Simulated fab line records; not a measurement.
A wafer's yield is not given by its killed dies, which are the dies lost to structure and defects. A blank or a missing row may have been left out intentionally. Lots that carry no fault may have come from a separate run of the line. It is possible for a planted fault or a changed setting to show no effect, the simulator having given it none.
Struck lot and sound lot, side by side | flow nand_harc | 14 out of 1302 route steps
Sound: these wafers, L599.2, L599.4, L599.5. Struck: wafer L597.4 (left out: L597.3, a lot-mate that was not struck); the cause follows at the end.
At each step with rows: each side's tool, then ch and its chambers, then its first start. Under that, the readings that differ: sound wafers | struck wafers | difference of the means | sigmas: that difference in standard deviations of wafers without a fault.
alike: readings with means less than 2 such deviations apart, plus words and numbers identical on both sides. not compared: withheld readings, readings lacking a value on some wafer, bounds such as >300 that could conceal the same value, and numbers that have no deviation in the record and whose values overlap.
The two part at a step that has a row with sigmas, a row that says differs or no value, or rows on one side only. Non-overlapping numbers with no deviation appear without sigmas and do not part them. A reading missing from all wafers of one side parts the sides only when that side holds two or more wafers.

first, 2 steps without rows for these wafers: NHARC_A_DECK1_JOINT_ANNEAL_28 (time 1800 s); NHARC_A_DECK1_JOINT_ANNEAL_29 (time 1800 s).
NHARC_A_DECK1_JOINT_CMP_02: polishes SiOx.
  sound on cmp-04 ch 1,2,3, day 20 23:38; struck on cmp-01 ch 1, day 20 03:44
  alike: edge_zone_pressure_frac, motor_current_A
next, for these wafers, 1 step has no rows: NHARC_A_DECK1_JOINT_SRD_15.
NHARC_A_DECK1_JOINT_DEP_16: deposits SiO2, target thk 45 nm.
  sound on pecvd-03 ch 0,1,2, day 21 00:01; struck on pecvd-02 ch 1, day 20 04:20
  reading                | sound          | struck | difference | sigmas
  throttle_valve_pct (%) | 16.8 15.0 16.0 | 14.2   | -1.7       | -2
  alike: heater_power_w
NHARC_A_DECK1_JOINT_THK_MEAS_17: measures by ellipsometry.
  sound: film_metro-01 at day 21 00:16; struck: film_metro-01 at day 20 04:37
  alike: thk_nm
NHARC_A_DECK1_JOINT_INSPECT_05:
  sound: defect_inspect-01 at day 21 00:19; struck: defect_inspect-02 at day 20 04:39
  alike: raw_defect_count
then, 1 step without rows for these wafers: NHARC_A_ONON_D2_DEP_00 (target thk 1000 nm).
NHARC_A_ONON_D2_THK_MEAS_02: measures by ellipsometry.
  sound: film_metro-02 at day 21 00:53; struck: film_metro-02 at day 20 05:24
  alike: thk_nm
then, 1 step without rows for these wafers: NHARC_A_ONON_D2_DEP_03 (target thk 1000 nm).
NHARC_A_ONON_D2_THK_MEAS_05: measures by ellipsometry.
  sound: film_metro-02 at day 21 01:28; struck: film_metro-01 at day 20 05:58
  reading     | sound          | struck | difference | sigmas
  thk_nm (nm) | 1010 1012 1012 | 989    | -22        | -2
NHARC_A_ONON_D2_DEP_06: target thk 1000 nm.
  sound on pecvd_onon-01 ch 0, day 21 01:34; struck on pecvd_onon-03 ch 0, day 20 06:08
  reading              | sound          | struck | difference | sigmas
  n2o_flow_sccm (sccm) | 1992 1996 1994 | 2008   | +14        | +2
  alike: n2_flow_sccm, nh3_flow_sccm
NHARC_A_ONON_D2_THK_MEAS_08: measures by ellipsometry.
  sound: film_metro-02 at day 21 02:01; struck: film_metro-02 at day 20 06:32
  reading     | sound          | struck | difference | sigmas
  thk_nm (nm) | 1002 1002 1002 | 1531   | +529       | +56
then, 1 step without rows for these wafers: NHARC_A_ONON_D2_DEP_09 (target thk 1000 nm).

## WHERE THEY PART
At NHARC_A_DECK1_JOINT_DEP_16 first; at NHARC_A_ONON_D2_THK_MEAS_08 last (within this record only).

WHY: what the simulator had put in
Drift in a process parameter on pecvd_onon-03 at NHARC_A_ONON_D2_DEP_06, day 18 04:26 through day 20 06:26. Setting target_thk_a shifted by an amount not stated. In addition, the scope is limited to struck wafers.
